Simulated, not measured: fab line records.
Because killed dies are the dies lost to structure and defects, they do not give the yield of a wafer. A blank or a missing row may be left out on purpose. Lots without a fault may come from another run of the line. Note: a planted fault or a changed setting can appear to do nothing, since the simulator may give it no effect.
fab line records :: flow nand_harc
record
  lots=6
  wafers=18
  last_day=24
route steps=1159 shown A_WL_FILL@839 A_CONTACT@840
lots with no fault: from the same line, run without faults
start_h: hours from the record's first day to the start of the lot's first wafer shown :: wait_h: hours from the lot's prior step to this one :: " identical to the entry in the row above :: L1.1+2: one row covering several wafers at once :: - no value present, or no start provided :: * or withheld: withheld :: < > ~ a bound
route shown NAME@n: NAME is a module with steps in the file, n the number in the route of the first one :: usual: the fault-free wafers' mean and standard deviation :: same: alike in all rows :: chamber/n: place in a boat :: sites: each site's reading :: _std_site: standard deviation of those values :: _edge_site: inner sites' mean taken away from outer sites' mean :: radius_mm: how far each site lies from the wafer's centre :: mask NAME#n: copy n :: behind: the last tool/chamber to shape the wafer :: hold: cause of the lot's hold/its duration in hours/its outcome :: device: names the non-switching transistor (n, p or np) :: end of line: the tests these same wafers got at the end of their route :: a step given without rows: its recipe and nothing more :: killed: the dies lost at the first sort to structure and to defects; this is not the yield of the wafer :: map: per-die view of a wafer (x killed, . not killed, _ where there is no die)
set.NAME: the setting as run; set.NAME@STEP: as run at that earlier step :: model.NAME: the simulator's own value behind a step, which no gauge read
lots seen at some steps along the route; tables by step, rows by wafer
services: from which hour (start_h, from the record's first day; less than 0 if before it) a tool's chamber was out of use, for how many hours, and why
## steps
# step NHARC_A_WL_FILL_INSPECT_15
# usual
  raw_defect_count=383/110
lot.wafer: L466.1
tool: defect_inspect-02
chamber: -
start_h: 396.48
wait_h: 0.0
raw_defect_count: 345

lot.wafer: L466.5
tool: defect_inspect-02
chamber: -
start_h: 396.48
wait_h: 0.0
raw_defect_count: 399

lot.wafer: L466.6
tool: defect_inspect-02
chamber: -
start_h: 396.48
wait_h: 0.0
raw_defect_count: 321

lot.wafer: L468.2
tool: defect_inspect-01
chamber: -
start_h: 406.68
wait_h: 0.0
raw_defect_count: 276

lot.wafer: L468.5
tool: defect_inspect-01
chamber: -
start_h: 406.68
wait_h: 0.0
raw_defect_count: 273

lot.wafer: L468.6
tool: defect_inspect-01
chamber: -
start_h: 406.68
wait_h: 0.0
raw_defect_count: 475

lot.wafer: L467.2
tool: defect_inspect-01
chamber: -
start_h: 423.15
wait_h: 0.0
raw_defect_count: 252

lot.wafer: L467.4
tool: defect_inspect-01
chamber: -
start_h: 423.15
wait_h: 0.0
raw_defect_count: 393

lot.wafer: L467.6
tool: defect_inspect-01
chamber: -
start_h: 423.15
wait_h: 0.0
raw_defect_count: 243

lot.wafer: L476.1
tool: defect_inspect-02
chamber: -
start_h: 466.67
wait_h: 0.0
raw_defect_count: 231

lot.wafer: L476.5
tool: defect_inspect-02
chamber: -
start_h: 466.67
wait_h: 0.0
raw_defect_count: 323

lot.wafer: L476.6
tool: defect_inspect-02
chamber: -
start_h: 466.67
wait_h: 0.0
raw_defect_count: 426

lot.wafer: L478.1
tool: defect_inspect-01
chamber: -
start_h: 472.84
wait_h: 0.0
raw_defect_count: 380

lot.wafer: L478.4
tool: defect_inspect-01
chamber: -
start_h: 472.84
wait_h: 0.0
raw_defect_count: 282

lot.wafer: L478.5
tool: defect_inspect-01
chamber: -
start_h: 472.84
wait_h: 0.0
raw_defect_count: 450

lot.wafer: L481.1
tool: defect_inspect-02
chamber: -
start_h: 492.56
wait_h: 0.0
raw_defect_count: 410

lot.wafer: L481.2
tool: defect_inspect-02
chamber: -
start_h: 492.56
wait_h: 0.0
raw_defect_count: 347

lot.wafer: L481.3
tool: defect_inspect-02
chamber: -
start_h: 492.56
wait_h: 0.0
raw_defect_count: 248
# step NHARC_A_CONTACT_DEP_24
# recipe
  target_thk_a=5000
  temp_c=400
  pressure_torr=6.5
  rf_w=900
  teos_flow_sccm=161.4
  flow_sccm=2650
  target_thk_nm=500
  gas=O2
  material=SiO2
# usual
  heater_power_w=630/90
  throttle_valve_pct=16.3/0.36
lot.wafer: L466.1
tool: pecvd-01
chamber: 1
start_h: 396.55
wait_h: 0.1
heater_power_w: 726
throttle_valve_pct: 17.0

lot.wafer: L466.5
tool: pecvd-01
chamber: 1
start_h: 396.55
wait_h: 0.1
heater_power_w: 756
throttle_valve_pct: 17.2

lot.wafer: L466.6
tool: pecvd-01
chamber: 0
start_h: 396.55
wait_h: 0.1
heater_power_w: 593
throttle_valve_pct: 16.2

lot.wafer: L468.2
tool: pecvd-02
chamber: 1
start_h: 406.81
wait_h: 0.1
heater_power_w: 636
throttle_valve_pct: 15.8

lot.wafer: L468.6
tool: pecvd-02
chamber: 0
start_h: 406.81
wait_h: 0.1
heater_power_w: 802
throttle_valve_pct: 15.8

lot.wafer: L468.5
tool: pecvd-02
chamber: 1
start_h: 406.81
wait_h: 0.1
heater_power_w: 640
throttle_valve_pct: 16.2

lot.wafer: L467.2
tool: pecvd-03
chamber: 1
start_h: 423.34
wait_h: 0.2
heater_power_w: 644
throttle_valve_pct: 16.4

lot.wafer: L467.4
tool: pecvd-03
chamber: 0
start_h: 423.34
wait_h: 0.2
heater_power_w: 576
throttle_valve_pct: 16.7

lot.wafer: L467.6
tool: pecvd-03
chamber: 1
start_h: 423.34
wait_h: 0.2
heater_power_w: 678
throttle_valve_pct: 16.3

lot.wafer: L476.1
tool: pecvd-03
chamber: 0
start_h: 466.98
wait_h: 0.3
heater_power_w: 484
throttle_valve_pct: 16.8

lot.wafer: L476.5
tool: pecvd-03
chamber: 2
start_h: 466.98
wait_h: 0.3
heater_power_w: 542
throttle_valve_pct: 16.2

lot.wafer: L476.6
tool: pecvd-03
chamber: 0
start_h: 466.98
wait_h: 0.3
heater_power_w: 503
throttle_valve_pct: 17.0

lot.wafer: L478.1
tool: pecvd-03
chamber: 1
start_h: 472.91
wait_h: 0.1
heater_power_w: 621
throttle_valve_pct: 16.1

lot.wafer: L478.4
tool: pecvd-03
chamber: 1
start_h: 472.91
wait_h: 0.1
heater_power_w: 640
throttle_valve_pct: 16.2

lot.wafer: L478.5
tool: pecvd-03
chamber: 0
start_h: 472.91
wait_h: 0.1
heater_power_w: 574
throttle_valve_pct: 16.9

lot.wafer: L481.2
tool: pecvd-02
chamber: 2
start_h: 492.62
wait_h: 0.1
heater_power_w: 635
throttle_valve_pct: 17.3

lot.wafer: L481.1
tool: pecvd-02
chamber: 0
start_h: 492.62
wait_h: 0.1
heater_power_w: 717
throttle_valve_pct: 16.2

lot.wafer: L481.3
tool: pecvd-02
chamber: 1
start_h: 492.62
wait_h: 0.1
heater_power_w: 545
throttle_valve_pct: 16.2
# step NHARC_A_CONTACT_DEP_28
# recipe
  target_thk_a=36000
  temp_c=400
  material=aC
# usual
  throttle_valve_pct=34.999/0.0091
lot.wafer: L466.1
tool: acl_dep-01
chamber: 0
start_h: 400.00
wait_h: 2.9
throttle_valve_pct: 34.990

lot.wafer: L466.5
tool: acl_dep-01
chamber: 0
start_h: 401.47
wait_h: 4.4
throttle_valve_pct: 35.017

lot.wafer: L466.6
tool: acl_dep-01
chamber: 0
start_h: 401.47
wait_h: 4.4
throttle_valve_pct: 35.000

lot.wafer: L468.2
tool: acl_dep-02
chamber: 0
start_h: 409.27
wait_h: 2.0
throttle_valve_pct: 34.998

lot.wafer: L468.5
tool: acl_dep-02
chamber: 0
start_h: 410.38
wait_h: 3.1
throttle_valve_pct: 34.997

lot.wafer: L468.6
tool: acl_dep-02
chamber: 0
start_h: 410.38
wait_h: 3.1
throttle_valve_pct: 35.006

lot.wafer: L467.2
tool: acl_dep-03
chamber: 0
start_h: 425.11
wait_h: 1.3
throttle_valve_pct: 34.996

lot.wafer: L467.4
tool: acl_dep-03
chamber: 0
start_h: 425.11
wait_h: 1.3
throttle_valve_pct: 35.004

lot.wafer: L467.6
tool: acl_dep-03
chamber: 0
start_h: 425.11
wait_h: 1.3
throttle_valve_pct: 35.004

lot.wafer: L476.1
tool: acl_dep-02
chamber: 0
start_h: 467.47
wait_h: 0.1
throttle_valve_pct: 34.991

lot.wafer: L476.5
tool: acl_dep-02
chamber: 0
start_h: 468.93
wait_h: 1.5
throttle_valve_pct: 34.978

lot.wafer: L476.6
tool: acl_dep-02
chamber: 0
start_h: 468.93
wait_h: 1.5
throttle_valve_pct: 35.002

lot.wafer: L478.1
tool: acl_dep-01
chamber: 0
start_h: 473.52
wait_h: 0.1
throttle_valve_pct: 35.006

lot.wafer: L478.4
tool: acl_dep-01
chamber: 0
start_h: 474.63
wait_h: 1.2
throttle_valve_pct: 34.997

lot.wafer: L478.5
tool: acl_dep-01
chamber: 0
start_h: 474.63
wait_h: 1.2
throttle_valve_pct: 35.003

lot.wafer: L481.1
tool: acl_dep-01
chamber: 0
start_h: 494.17
wait_h: 1.0
throttle_valve_pct: 35.002

lot.wafer: L481.2
tool: acl_dep-01
chamber: 0
start_h: 494.17
wait_h: 1.0
throttle_valve_pct: 34.984

lot.wafer: L481.3
tool: acl_dep-01
chamber: 0
start_h: 494.17
wait_h: 1.0
throttle_valve_pct: 34.993
# step NHARC_A_CONTACT_DEP_29
# recipe
  target_thk_a=700
  target_thk_nm=70
  temp_c=400
  pressure_torr=3.5
  flow_sccm=200
  rf_w=350
  material=SiON
# usual
  heater_power_w=806/77
lot.wafer: L466.1
tool: pecvd-01
chamber: 1
start_h: 402.29
wait_h: 1.9
heater_power_w: 843

lot.wafer: L466.6
tool: pecvd-01
chamber: 2
start_h: 402.29
wait_h: 1.9
heater_power_w: 783

lot.wafer: L466.5
tool: pecvd-01
chamber: 1
start_h: 402.29
wait_h: 1.9
heater_power_w: 835

lot.wafer: L468.2
tool: pecvd-03
chamber: 1
start_h: 411.13
wait_h: 1.5
heater_power_w: 699

lot.wafer: L468.5
tool: pecvd-03
chamber: 1
start_h: 411.13
wait_h: 1.5
heater_power_w: 726

lot.wafer: L468.6
tool: pecvd-03
chamber: 2
start_h: 411.13
wait_h: 1.5
heater_power_w: 776

lot.wafer: L467.2
tool: pecvd-03
chamber: 1
start_h: 427.04
wait_h: 1.6
heater_power_w: 752

lot.wafer: L467.6
tool: pecvd-03
chamber: 0
start_h: 427.04
wait_h: 1.6
heater_power_w: 735

lot.wafer: L467.4
tool: pecvd-03
chamber: 1
start_h: 427.04
wait_h: 1.6
heater_power_w: 740

lot.wafer: L476.1
tool: pecvd-02
chamber: 2
start_h: 469.74
wait_h: 1.9
heater_power_w: 878

lot.wafer: L476.6
tool: pecvd-02
chamber: 0
start_h: 469.74
wait_h: 1.9
heater_power_w: 1039

lot.wafer: L476.5
tool: pecvd-02
chamber: 2
start_h: 469.74
wait_h: 1.9
heater_power_w: 692

lot.wafer: L478.1
tool: pecvd-02
chamber: 2
start_h: 475.80
wait_h: 1.9
heater_power_w: 809

lot.wafer: L478.4
tool: pecvd-02
chamber: 1
start_h: 475.80
wait_h: 1.9
heater_power_w: 845

lot.wafer: L478.5
tool: pecvd-02
chamber: 0
start_h: 475.80
wait_h: 1.9
heater_power_w: 941

lot.wafer: L481.3
tool: pecvd-01
chamber: 1
start_h: 496.43
wait_h: 1.1
heater_power_w: 898

lot.wafer: L481.1
tool: pecvd-01
chamber: 2
start_h: 496.43
wait_h: 1.1
heater_power_w: 793

lot.wafer: L481.2
tool: pecvd-01
chamber: 0
start_h: 496.43
wait_h: 1.1
heater_power_w: 789
# step NHARC_A_CONTACT_DEHYDRATE_32
# recipe
  temp_c=150
  time_s=120
# step NHARC_A_CONTACT_HMDS_33
# recipe
  time_s=30
# step NHARC_A_CONTACT_COAT_34
# recipe
  temp_c=260
  time_s=75
# step NHARC_A_CONTACT_COAT_35
# recipe
  temp_c=225
  time_s=65
# step NHARC_A_CONTACT_COAT_36
# recipe
  spin_rpm=1500
  resist_thk_nm=90
# step NHARC_A_CONTACT_SOFTBAKE_37
# recipe
  temp_c=105
  time_s=55
# step NHARC_A_CONTACT_EBR_38
# step NHARC_A_CONTACT_EXPOSE_39
# recipe
  na=1.35
  sigma_outer=0.8
  dose_mj=58.79
  mask_id=A_CC_3
# usual
  exposure_dose_mJ_cm2=58.76/0.058
  reticle_temp_C=23.00/0.097
  stage_vel_mm_s=499.97/0.26
lot.wafer: L466.1
tool: arfi_scanner-03
chamber: 0
start_h: 402.70
wait_h: -
mask: A_CC_3#0
exposure_dose_mJ_cm2: 58.75
reticle_temp_C: 22.95
stage_vel_mm_s: 499.99

lot.wafer: L466.5
tool: arfi_scanner-03
chamber: 0
start_h: 402.70
wait_h: -
mask: A_CC_3#0
exposure_dose_mJ_cm2: 58.71
reticle_temp_C: 23.04
stage_vel_mm_s: 499.78

lot.wafer: L466.6
tool: arfi_scanner-03
chamber: 0
start_h: 402.70
wait_h: -
mask: A_CC_3#0
exposure_dose_mJ_cm2: 58.78
reticle_temp_C: 22.90
stage_vel_mm_s: 499.51

lot.wafer: L468.2
tool: arfi_scanner-01
chamber: 0
start_h: 411.72
wait_h: -
mask: A_CC_3#0
exposure_dose_mJ_cm2: 58.82
reticle_temp_C: 22.93
stage_vel_mm_s: 499.65

lot.wafer: L468.5
tool: arfi_scanner-01
chamber: 0
start_h: 411.72
wait_h: -
mask: A_CC_3#0
exposure_dose_mJ_cm2: 58.82
reticle_temp_C: 22.82
stage_vel_mm_s: 499.69

lot.wafer: L468.6
tool: arfi_scanner-01
chamber: 0
start_h: 411.72
wait_h: -
mask: A_CC_3#0
exposure_dose_mJ_cm2: 58.80
reticle_temp_C: 22.83
stage_vel_mm_s: 500.06

lot.wafer: L467.2
tool: arfi_scanner-01
chamber: 0
start_h: 427.44
wait_h: -
mask: A_CC_3#0
exposure_dose_mJ_cm2: 58.74
reticle_temp_C: 23.04
stage_vel_mm_s: 499.98

lot.wafer: L467.4
tool: arfi_scanner-01
chamber: 0
start_h: 427.44
wait_h: -
mask: A_CC_3#0
exposure_dose_mJ_cm2: 58.78
reticle_temp_C: 23.00
stage_vel_mm_s: 500.29

lot.wafer: L467.6
tool: arfi_scanner-01
chamber: 0
start_h: 427.44
wait_h: -
mask: A_CC_3#0
exposure_dose_mJ_cm2: 58.78
reticle_temp_C: 23.05
stage_vel_mm_s: 499.75

lot.wafer: L476.1
tool: arfi_scanner-01
chamber: 0
start_h: 470.26
wait_h: -
mask: A_CC_3#0
exposure_dose_mJ_cm2: 58.66
reticle_temp_C: 23.07
stage_vel_mm_s: 499.78

lot.wafer: L476.5
tool: arfi_scanner-01
chamber: 0
start_h: 470.26
wait_h: -
mask: A_CC_3#0
exposure_dose_mJ_cm2: 58.77
reticle_temp_C: 22.99
stage_vel_mm_s: 499.60

lot.wafer: L476.6
tool: arfi_scanner-01
chamber: 0
start_h: 470.26
wait_h: -
mask: A_CC_3#0
exposure_dose_mJ_cm2: 58.70
reticle_temp_C: 22.98
stage_vel_mm_s: 499.58

lot.wafer: L478.1
tool: arfi_scanner-03
chamber: 0
start_h: 476.35
wait_h: -
mask: A_CC_3#0
exposure_dose_mJ_cm2: 75.68
reticle_temp_C: 23.20
stage_vel_mm_s: 499.84

lot.wafer: L478.4
tool: arfi_scanner-03
chamber: 0
start_h: 476.35
wait_h: -
mask: A_CC_3#0
exposure_dose_mJ_cm2: 75.62
reticle_temp_C: 23.15
stage_vel_mm_s: 499.62

lot.wafer: L478.5
tool: arfi_scanner-03
chamber: 0
start_h: 476.35
wait_h: -
mask: A_CC_3#0
exposure_dose_mJ_cm2: 75.66
reticle_temp_C: 23.00
stage_vel_mm_s: 500.07

lot.wafer: L481.1
tool: arfi_scanner-03
chamber: 0
start_h: 497.01
wait_h: -
mask: A_CC_3#0
exposure_dose_mJ_cm2: 72.23
reticle_temp_C: 23.06
stage_vel_mm_s: 499.89

lot.wafer: L481.2
tool: arfi_scanner-03
chamber: 0
start_h: 497.01
wait_h: -
mask: A_CC_3#0
exposure_dose_mJ_cm2: 72.15
reticle_temp_C: 23.11
stage_vel_mm_s: 499.92

lot.wafer: L481.3
tool: arfi_scanner-03
chamber: 0
start_h: 497.01
wait_h: -
mask: A_CC_3#0
exposure_dose_mJ_cm2: 72.26
reticle_temp_C: 22.87
stage_vel_mm_s: 499.52
# step NHARC_A_CONTACT_PEB_40
# recipe
  peb_temp_c=100
  peb_time_s=65
# step NHARC_A_CONTACT_DEVELOP_41
# recipe
  develop_time_s=35
  dev_temp_c=23
# step NHARC_A_CONTACT_CD_MEAS_42
# recipe
  target_cd_nm=200
  landing_energy_ev=500
# usual
  cd_nm=200.0/0.65
lot.wafer: L466.1
tool: cd_sem-03
chamber: 0
start_h: 402.83
wait_h: -
cd_nm: 200.3

lot.wafer: L466.5
tool: cd_sem-03
chamber: 0
start_h: 402.83
wait_h: -
cd_nm: 199.4

lot.wafer: L466.6
tool: cd_sem-03
chamber: 0
start_h: 402.83
wait_h: -
cd_nm: 199.2

lot.wafer: L468.2
tool: cd_sem-02
chamber: 0
start_h: 411.86
wait_h: -
cd_nm: 201.2

lot.wafer: L468.5
tool: cd_sem-02
chamber: 0
start_h: 411.86
wait_h: -
cd_nm: 200.1

lot.wafer: L468.6
tool: cd_sem-02
chamber: 0
start_h: 411.86
wait_h: -
cd_nm: 201.0

lot.wafer: L467.2
tool: cd_sem-02
chamber: 0
start_h: 427.58
wait_h: -
cd_nm: 200.6

lot.wafer: L467.4
tool: cd_sem-02
chamber: 0
start_h: 427.58
wait_h: -
cd_nm: 201.0

lot.wafer: L467.6
tool: cd_sem-02
chamber: 0
start_h: 427.58
wait_h: -
cd_nm: 201.7

lot.wafer: L476.1
tool: cd_sem-01
chamber: 0
start_h: 470.40
wait_h: -
cd_nm: 201.6

lot.wafer: L476.5
tool: cd_sem-01
chamber: 0
start_h: 470.40
wait_h: -
cd_nm: 201.2

lot.wafer: L476.6
tool: cd_sem-01
chamber: 0
start_h: 470.40
wait_h: -
cd_nm: 200.5

lot.wafer: L478.1
tool: cd_sem-02
chamber: 0
start_h: 476.49
wait_h: -
cd_nm: 212.9

lot.wafer: L478.4
tool: cd_sem-02
chamber: 0
start_h: 476.49
wait_h: -
cd_nm: 212.8

lot.wafer: L478.5
tool: cd_sem-02
chamber: 0
start_h: 476.49
wait_h: -
cd_nm: 213.2

lot.wafer: L481.1
tool: cd_sem-02
chamber: 0
start_h: 497.15
wait_h: -
cd_nm: 211.8

lot.wafer: L481.2
tool: cd_sem-02
chamber: 0
start_h: 497.15
wait_h: -
cd_nm: 211.0

lot.wafer: L481.3
tool: cd_sem-02
chamber: 0
start_h: 497.15
wait_h: -
cd_nm: 210.8
# step NHARC_A_CONTACT_OVL_MEAS_43
# usual
  overlay_x_nm=-0.1/0.86
  overlay_y_nm=-0.5/0.92
lot.wafer: L466.1
tool: overlay-01
chamber: -
start_h: 402.92
wait_h: -
overlay_x_nm: 0.7
overlay_y_nm: 1.0

lot.wafer: L466.5
tool: overlay-01
chamber: -
start_h: 402.92
wait_h: -
overlay_x_nm: 0.6
overlay_y_nm: 0.4

lot.wafer: L466.6
tool: overlay-01
chamber: -
start_h: 402.92
wait_h: -
overlay_x_nm: 0.6
overlay_y_nm: 1.2

lot.wafer: L468.2
tool: overlay-01
chamber: -
start_h: 411.94
wait_h: -
overlay_x_nm: 0.5
overlay_y_nm: 0.2

lot.wafer: L468.5
tool: overlay-01
chamber: -
start_h: 411.94
wait_h: -
overlay_x_nm: 0.7
overlay_y_nm: -0.1

lot.wafer: L468.6
tool: overlay-01
chamber: -
start_h: 411.94
wait_h: -
overlay_x_nm: 1.5
overlay_y_nm: 0.8

lot.wafer: L467.2
tool: overlay-02
chamber: -
start_h: 427.67
wait_h: -
overlay_x_nm: -1.1
overlay_y_nm: 0.2

lot.wafer: L467.4
tool: overlay-02
chamber: -
start_h: 427.67
wait_h: -
overlay_x_nm: -1.4
overlay_y_nm: -0.3

lot.wafer: L467.6
tool: overlay-02
chamber: -
start_h: 427.67
wait_h: -
overlay_x_nm: -1.9
overlay_y_nm: -0.6

lot.wafer: L476.1
tool: overlay-02
chamber: -
start_h: 470.49
wait_h: -
overlay_x_nm: 0.2
overlay_y_nm: -0.1

lot.wafer: L476.5
tool: overlay-02
chamber: -
start_h: 470.49
wait_h: -
overlay_x_nm: 0.0
overlay_y_nm: 0.1

lot.wafer: L476.6
tool: overlay-02
chamber: -
start_h: 470.49
wait_h: -
overlay_x_nm: 0.5
overlay_y_nm: -0.4

lot.wafer: L478.1
tool: overlay-02
chamber: -
start_h: 476.58
wait_h: -
overlay_x_nm: -0.7
overlay_y_nm: -1.6

lot.wafer: L478.4
tool: overlay-02
chamber: -
start_h: 476.58
wait_h: -
overlay_x_nm: -0.1
overlay_y_nm: -2.4

lot.wafer: L478.5
tool: overlay-02
chamber: -
start_h: 476.58
wait_h: -
overlay_x_nm: -0.2
overlay_y_nm: -2.0

lot.wafer: L481.1
tool: overlay-02
chamber: -
start_h: 497.23
wait_h: -
overlay_x_nm: -1.7
overlay_y_nm: -0.1

lot.wafer: L481.2
tool: overlay-02
chamber: -
start_h: 497.23
wait_h: -
overlay_x_nm: -1.7
overlay_y_nm: -0.6

lot.wafer: L481.3
tool: overlay-02
chamber: -
start_h: 497.23
wait_h: -
overlay_x_nm: -0.9
overlay_y_nm: -0.3
## services
tool: arfi_scanner-03
chamber: -
start_h: 380.59
hours: 0.5
kind: repair

tool: arfi_scanner-01
chamber: -
start_h: 381.02
hours: 6.5
kind: repair

tool: acl_dep-03
chamber: -
start_h: 406.00
hours: 13.0
kind: pm

tool: pecvd-01
chamber: -
start_h: 418.00
hours: 13.0
kind: pm

tool: pecvd-01
chamber: 0
start_h: 418.00
hours: 13.0
kind: vent_cycle

tool: pecvd-01
chamber: 1
start_h: 418.00
hours: 13.0
kind: vent_cycle

tool: pecvd-01
chamber: 2
start_h: 418.00
hours: 13.0
kind: vent_cycle

tool: pecvd-01
chamber: 0
start_h: 431.00
hours: -
kind: clean

tool: pecvd-01
chamber: 1
start_h: 431.00
hours: -
kind: clean

tool: pecvd-01
chamber: 2
start_h: 431.00
hours: -
kind: clean

tool: pecvd-02
chamber: 2
start_h: 447.01
hours: 11.5
kind: repair

tool: pecvd-03
chamber: -
start_h: 473.29
hours: 13.0
kind: pm

tool: pecvd-03
chamber: 0
start_h: 473.29
hours: 13.0
kind: vent_cycle

tool: pecvd-03
chamber: 1
start_h: 473.29
hours: 13.0
kind: vent_cycle

tool: pecvd-03
chamber: 2
start_h: 473.29
hours: 13.0
kind: vent_cycle

tool: acl_dep-01
chamber: -
start_h: 477.99
hours: 13.0
kind: pm

tool: arfi_scanner-03
chamber: -
start_h: 484.00
hours: 4.0
kind: pm

tool: arfi_scanner-01
chamber: 0
start_h: 485.66
hours: -
kind: calibration

tool: pecvd-03
chamber: 0
start_h: 486.29
hours: -
kind: clean

tool: pecvd-03
chamber: 1
start_h: 486.29
hours: -
kind: clean

tool: pecvd-03
chamber: 2
start_h: 486.29
hours: -
kind: clean
## key
first_sign
  step=NHARC_A_CONTACT_EXPOSE_39
  reading=exposure_dose_mJ_cm2
  direction=up
  sigmas=99+
  usual=58.76
  struck=73.93
effect
  step=NHARC_A_CONTACT_CD_MEAS_42
  reading=cd_nm
  direction=up
  sigmas=19
  usual=200.0
  struck=212.1
  through=control_loop
met_at NHARC_A_CONTACT_EXPOSE_39
struck_wafers L478.1,L478.4,L478.5,L481.1,L481.2,L481.3
tester_left_out L478,L481
loop_trim
  step=NHARC_A_CONTACT_EXPOSE_39
  setting=dose
  lots=L481
onset_between 402.70 476.35
fault
  kind=process_parameter_drift
  tool=arfi_scanner-03
  chamber=-
  onset_h=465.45
  steps=NHARC_A_CONTACT_EXPOSE_39
  channel=dose_mj
  offset=16.935
  shape=step
  acts_in=these_recipes_only
  stated=58.79
# tester_left_out: of these lots the tester's yield and bins aren't shown, on N5 and GAA mostly nor the transistor test; their killed dies are dies lost to structure and defects alone, not to doping, threshold or leakage, so they don't give the yield
# loop_trim: a control loop set the setting to another value than it would have without faults
